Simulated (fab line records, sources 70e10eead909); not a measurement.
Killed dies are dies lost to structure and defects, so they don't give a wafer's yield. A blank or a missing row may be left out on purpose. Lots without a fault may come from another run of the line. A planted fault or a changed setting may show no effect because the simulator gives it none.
Chamber matching | flow nand_harc | NHARC_A_STAIRCASE_ALD_415 on ald_hk-02: 4 sister chambers
The step deposits SiO2, target thk 30 nm, pulse time 6 s, ald cycles 300. 8 wafers are shown with their chamber, then 8 later ones without.

WAFERS WITH THEIR CHAMBER
wafer  | chamber | heater_power_w (W) | precursor_pulse_height_rel
L079.1 | 0       | 430                | 0.999
L083.1 | 0       | 436                | 0.978
L083.2 | 1       | 495                | 1.001
L083.3 | 3       | 483                | 1.007
L083.4 | 2       | 503                | 0.992
L083.5 | 2       | 499                | 0.991
L083.6 | 3       | 483                | 1.008
L084.2 | 1       | 499                | 1.044

WAFERS WITHOUT THEIR CHAMBER
wafer  | heater_power_w (W) | precursor_pulse_height_rel
L084.3 | 433                | 0.993
L084.4 | 507                | 0.993
L085.1 | 489                | 0.973
L085.3 | 426                | 0.974
L085.4 | 515                | 0.971
L088.1 | 485                | 0.982
L088.2 | 493                | 1.016
L088.4 | 503                | 1.010

WHICH CHAMBER EACH WENT THROUGH
wafer  | from the rows above          | in truth
L084.3 | 0                            | 0
L084.4 | can't be placed: 2 or 1      | 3
L085.1 | can't be placed: 3 or 1 or 2 | 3
L085.3 | 0                            | 0
L085.4 | can't be placed: 2 or 1      | 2
L088.1 | 3                            | 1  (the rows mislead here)
L088.2 | can't be placed: 1 or 2      | 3
L088.4 | can't be placed: 2 or 1      | 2
Placed correctly: 2 of 8. Can't be placed from these rows: 5 (the true chamber is among the candidates in 3). Placed wrongly: 1.
How it was worked out, from the rows above alone: a wafer's distance from a chamber is the root of the sum, over the readings, of the square of ((its reading less the chamber's mean) divided by the reading's scatter). The wafer belongs to the nearest chamber; if the next one is less than 2 further off, it can't be placed. A chamber's mean is the mean of its shown wafers. The scatter: the root of (the sum of the squares of (reading less its chamber's mean) over the shown wafers, divided by (wafers less chambers)).
